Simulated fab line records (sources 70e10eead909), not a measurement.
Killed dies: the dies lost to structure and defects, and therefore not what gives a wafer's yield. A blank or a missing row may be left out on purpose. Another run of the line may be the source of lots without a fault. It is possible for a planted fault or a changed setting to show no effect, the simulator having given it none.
The tool behind it: which one?	flow nand-harc	Sampling: 12 lots, 36 wafers, 5 of 1159 route steps

WHAT EACH GAUGE READ, for each wafer
NHARC_A_BONDPAD_THK_MEAS_20: measures by xrf. Usual: 169.7 nm for thk-nm, sd 1.4.
lot	measured	on	thk-nm (nm)	flag
L818	day 17 19:23	film-metro-02	169.2 170.3 170.7	
L821	day 18 04:01	film-metro-01	169.6 166.7 167.5	
L820	day 18 07:07	film-metro-01	169.8 170.4 168.5	
L819	day 18 13:46	film-metro-02	171.0 169.4 171.8	
L826	day 20 06:36	film-metro-02	170.0 169.7 167.3	
L830	day 21 10:46	film-metro-02	168.4 169.2 168.3	
L835	day 22 03:52	film-metro-01	169.3 170.2 168.4	
L837	day 22 14:40	film-metro-01	168.3 166.6 167.7	
L838	day 23 04:11	film-metro-02	168.7 170.9 169.9	
L839	day 23 05:38	film-metro-02	169.5 166.1 167.5	
L840	day 23 16:47	film-metro-01	170.8 170.5 170.9	
L841	day 24 03:37	film-metro-02	170.1 170.2 167.1	

NHARC_END_SORT_01. Usual: killed-at-array 27, standard deviation 11; killed-at-other 0.8, standard deviation 1.1; killed-at-periphery 2.8, standard deviation 1.9; killed-dies 30, standard deviation 11; killed-open 3.3, standard deviation 1.8; killed-short 2.3, standard deviation 1.5.
lot	measured	on	killed-at-array	killed-at-other	killed-at-periphery	killed-dies	killed-open	killed-short	flag
L830	day 22 14:14	prober-02	90 16 86	0 1 0	4 2 1	94 19 87	3 1 3	1 5 1	OFF

WHAT TOOL EACH LOT RAN ON (gives the tool, then ch and the chambers of the sampled wafers, and finally the start)
lot	NHARC_A_CONTACT_ETCH_130	NHARC_A_BONDPAD_PRE_CLEAN_26	NHARC_A_BONDPAD_PVD_27
L818	har-cap-etch-01 ch 0,1, day 16 09:20	pvd-sputter-01, day 17 19:23 or earlier	pvd-sputter-01, day 17 19:23 or earlier
L821	har-cap-etch-03 ch 0,1, day 17 00:16	pvd-sputter-01, day 18 04:01 or earlier	pvd-sputter-01, day 18 04:01 or earlier
L820	har-cap-etch-01 ch 0,1, day 17 01:01	pvd-sputter-03, day 18 07:07 or earlier	pvd-sputter-03, day 18 07:07 or earlier
L819	har-cap-etch-02 ch 0,1, day 17 07:49	pvd-sputter-01, day 18 13:46 or earlier	pvd-sputter-01, day 18 13:46 or earlier
L826	har-cap-etch-03 ch 1, day 19 03:05	pvd-sputter-02, day 20 06:36 or earlier	pvd-sputter-02, day 20 06:36 or earlier
L830	har-cap-etch-03 ch 0,1, day 20 02:54	pvd-sputter-03, day 21 10:46 or earlier	pvd-sputter-03, day 21 10:46 or earlier
L835	har-cap-etch-02 ch 0,1, day 20 16:58	pvd-sputter-02, day 22 03:52 or earlier	pvd-sputter-02, day 22 03:52 or earlier
L837	har-cap-etch-01 ch 0,1, day 21 05:42	pvd-sputter-02, day 22 14:40 or earlier	pvd-sputter-02, day 22 14:40 or earlier
L838	har-cap-etch-02 ch 0,1, day 21 21:15	pvd-sputter-03, day 23 04:11 or earlier	pvd-sputter-03, day 23 04:11 or earlier
L839	har-cap-etch-01 ch 0,1, day 21 23:47	pvd-sputter-01, day 23 05:38 or earlier	pvd-sputter-01, day 23 05:38 or earlier
L840	har-cap-etch-02 ch 0,1, day 22 09:50	pvd-sputter-02, day 23 16:47 or earlier	pvd-sputter-02, day 23 16:47 or earlier
L841	har-cap-etch-02 ch 0, day 22 16:56	pvd-sputter-03, day 24 03:37 or earlier	pvd-sputter-03, day 24 03:37 or earlier
- NHARC_A_CONTACT_ETCH_130: etches the open film in C4F8/O2/Ar, time 155 s, target depth 956 nm.
- NHARC_A_BONDPAD_PRE_CLEAN_26: time 30 s.
- NHARC_A_BONDPAD_PVD_27: deposits Cu, target thk 30 nm, time 20.49 s.

AS READ BY THE TOOLS THEMSELVES (means over the sampled wafers that have a number; for cases with no such wafer, the mark the record gives instead)
NHARC_A_BONDPAD_PRE_CLEAN_26. Usual: 412 W for heater-power-w, sd 28.
lot	tool	heater-power-w (W)	flag
L818	pvd-sputter-01	399	
L821	pvd-sputter-01	402	
L820	pvd-sputter-03	402	
L819	pvd-sputter-01	407	
L826	pvd-sputter-02	401	
L830	pvd-sputter-03	407	
L835	pvd-sputter-02	430	
L837	pvd-sputter-02	394	
L838	pvd-sputter-03	413	
L839	pvd-sputter-01	416	
L840	pvd-sputter-02	422	
L841	pvd-sputter-03	405	

NHARC_A_BONDPAD_PVD_27. Usual: 30.1 % for throttle-valve-pct, sd 1.1.
lot	tool	throttle-valve-pct (%)	flag
L818	pvd-sputter-01	30.9	
L821	pvd-sputter-01	30.6	
L820	pvd-sputter-03	30.5	
L819	pvd-sputter-01	28.6	
L826	pvd-sputter-02	29.9	
L830	pvd-sputter-03	30.9	
L835	pvd-sputter-02	30.0	
L837	pvd-sputter-02	30.2	
L838	pvd-sputter-03	29.9	
L839	pvd-sputter-01	30.8	
L840	pvd-sputter-02	30.1	
L841	pvd-sputter-03	30.1	

THE ANSWER, worked out from the rows above alone
Rule: a lot is off if the mean of its wafers that have a number lies more than 3 standard deviations from the usual mean. A lot without any number at a reading at which 4 lots or more have one is off too. Any other lot the step has rows for is counted as sound. After the gauges, taken in route order, come the tools' own readings; for these a lot's mean is taken, as printed above. At the first step where some lot is off, the reading lying furthest off is the one used; lots without a number count as furthest.
Off, at NHARC_END_SORT_01 on killed-at-array: L830. Neither off nor sound, because the step has no rows for them: L818, L821, L820, L819, L826, L835, L837, L838, L839, L840, L841.
A tool fits if, at a process step before that reading, it ran every lot that is off, and no sound lot after the first of them. The gauges at NHARC_END_SORT_01 are tried like those tools. With no start given for some of its lots, NHARC_A_BONDPAD_PRE_CLEAN_26 uses the hours and lot order of NHARC_A_BONDPAD_THK_MEAS_20. With no start given for some of its lots, NHARC_A_BONDPAD_PVD_27 uses the hours and lot order of NHARC_A_BONDPAD_THK_MEAS_20. Can't be told from this: 3 tools fit, har-cap-etch-03 at NHARC_A_CONTACT_ETCH_130, pvd-sputter-03 at NHARC_A_BONDPAD_PRE_CLEAN_26 and NHARC_A_BONDPAD_PVD_27, prober-02 at NHARC_END_SORT_01.

WHAT WAS PUT IN BY THE SIMULATOR
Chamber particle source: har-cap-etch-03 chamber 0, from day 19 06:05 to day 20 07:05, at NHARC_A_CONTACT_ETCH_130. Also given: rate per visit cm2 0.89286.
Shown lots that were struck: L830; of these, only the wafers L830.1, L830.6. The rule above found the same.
